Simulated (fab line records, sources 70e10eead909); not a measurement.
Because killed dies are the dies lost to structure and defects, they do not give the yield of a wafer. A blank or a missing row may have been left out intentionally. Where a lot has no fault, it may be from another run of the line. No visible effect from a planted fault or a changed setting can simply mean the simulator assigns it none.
Which of the tools did it? | flow nand harc | 18 wafers from 6 lots sampled at 5 of the route's 1302 steps

## WHAT THE GAUGES READ, wafer by wafer
NHARC_END_SORT_01.
lot | measured | on | defect limited yield (%)

## TOOL THAT RAN EACH LOT (tool first, then ch and the chambers of the sampled wafers, then the start)
lot  | NHARC_P_M2_PVD_21                       | NHARC_P_M2_DEP_33              | NHARC_P_BONDPAD_DESCUM_11          | NHARC_P_BONDPAD_PVD_17
L590 | pvd sputter-03, day 8 03:20 or earlier  | pecvd-01 ch 0,1, day 8 03:20   | rie diel-01 ch 2,3, day 8 05:05    | pvd sputter-02, day 8 06:08
L595 | pvd sputter-03, day 9 19:10 or earlier  | pecvd-04 ch 0,1,2, day 9 19:10 | rie diel-01 ch 1,2,3, day 9 21:01  | pvd sputter-03, day 9 22:04
L598 | pvd sputter-03, day 10 23:23 or earlier | pecvd-04 ch 1,2, day 10 23:23  | rie diel-05 ch 0,2,3, day 11 01:14 | pvd sputter-02, day 11 02:17
L605 | pvd sputter-01, day 14 00:40 or earlier | pecvd-04 ch 0,2, day 14 00:40  | rie diel-01 ch 1,2,3, day 14 02:31 | pvd sputter-02, day 14 03:34
L608 | pvd sputter-01, day 15 02:57 or earlier | pecvd-04 ch 0,1, day 15 02:57  | rie diel-05 ch 0,1,2, day 15 04:35 | pvd sputter-03, day 15 05:37
L610 | pvd sputter-03, day 16 00:31 or earlier | pecvd-04 ch 0,2, day 16 00:31  | rie diel-05 ch 0,3, day 16 02:22   | pvd sputter-03, day 16 03:26
- NHARC_P_M2_PVD_21: deposits Cu, target thk 30 nm, time 20.49 s.
- NHARC_P_M2_DEP_33: deposits SiCN, target thk 30 nm.
- NHARC_P_BONDPAD_DESCUM_11: chemistry O2, time 3 s.
- NHARC_P_BONDPAD_PVD_17: deposits TaN, target thk 5 nm, time 8.06 s.

## THE ANSWER, worked out from the rows above alone
Rule: usual is defined by the lots themselves. Put in order of their means at a reading, lots are off if they are a third of the lots or fewer, leave a main group of 4 or more, and stand apart from it by a gap of 3 or more times the standard deviation of the main group's means; of several such gaps the widest counts. A main group is skipped when, at the precision printed for the reading in the tables above, its means are all equal. A lot without any number at a reading at which 4 lots or more have one is off too. Where the step has rows for the other lots, those lots are counted as sound.
None of the lots is off at any reading shown; this tells nothing.

## WHAT THE SIMULATOR HAD PUT IN
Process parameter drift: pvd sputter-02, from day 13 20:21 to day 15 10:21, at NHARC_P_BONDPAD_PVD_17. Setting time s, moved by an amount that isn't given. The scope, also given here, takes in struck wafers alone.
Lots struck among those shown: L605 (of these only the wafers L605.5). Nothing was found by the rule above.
